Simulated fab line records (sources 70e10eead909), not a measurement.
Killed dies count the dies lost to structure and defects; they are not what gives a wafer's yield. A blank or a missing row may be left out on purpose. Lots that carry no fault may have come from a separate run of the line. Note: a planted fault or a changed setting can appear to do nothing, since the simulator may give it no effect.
Matching of chambers | flow nandHarc | NHARC_A_SGD_CUT_ETCH_16 on rieDiel-08 has 4 sister chambers
The step etches the open film in C4F8/O2/Ar, target depth 310.5 nm, time 155.2 s. 14 wafers are shown with their chamber, then 7 later ones without.

== WAFERS WITH THEIR CHAMBER ==
wafer  | chamber | rfVppV (V) | oesProductAu (a.u.)
L732.1 | 3       | 730        | 0.984
L732.2 | 1       | 721        | 0.989
L732.6 | 1       | 721        | 0.998
L735.1 | 3       | 730        | 0.951
L735.3 | 1       | 724        | 0.980
L735.6 | 1       | 722        | 0.991
L739.2 | 1       | 721        | 0.982
L739.5 | 0       | 723        | 0.994
L739.6 | 3       | 729        | 0.961
L743.3 | 0       | 722        | 0.980
L743.4 | 2       | 719        | 0.961
L743.6 | 2       | 720        | 0.966
L746.4 | 2       | 720        | 0.983
L746.5 | 1       | 719        | 0.967

SIGNATURES, as means of the wafers listed above
reading      | chamber 0 | chamber 1 | chamber 2 | chamber 3 | scatter within a chamber
rfVppV       | 722.50    | 721.33    | 719.67    | 729.67    | 1.23
oesProductAu | 0.98700   | 0.98450   | 0.97000   | 0.96533   | 0.0123
Rule: a wafer lies at a distance from a chamber equal to the root of the sum of squares, over the readings, of (its reading less the chamber's mean, divided by the reading's scatter). If the next closest chamber is less than 2 further off than the closest, the wafer can't be placed; otherwise it belongs to the closest. The scatter: the root of (the sum of the squares of (reading less its chamber's mean) over the shown wafers, divided by (wafers less chambers)).

== WAFERS WITHOUT THEIR CHAMBER ==
wafer  | rfVppV (V) | oesProductAu (a.u.)
L747.2 | 722        | 0.993
L747.3 | 720        | 0.981
L748.4 | 719        | 0.961
L748.6 | 728        | 0.968
L753.2 | 723        | 0.966
L753.3 | 721        | 0.971
L753.5 | 723        | 0.962

== CHAMBER TAKEN BY EACH ==
wafer  | from the rows above          | in truth
L747.2 | can't be placed: 0 or 1      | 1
L747.3 | can't be placed: 2 or 1 or 0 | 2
L748.4 | can't be placed: 2 or 1      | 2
L748.6 | 3                            | 3
L753.2 | can't be placed: 0 or 1 or 2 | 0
L753.3 | can't be placed: 2 or 1 or 0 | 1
L753.5 | can't be placed: 0 or 1 or 2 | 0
Correctly placed: 1 of 7. Unplaceable from these rows: 6, with the true chamber sitting among the candidates in 6. Number placed wrongly: 0.
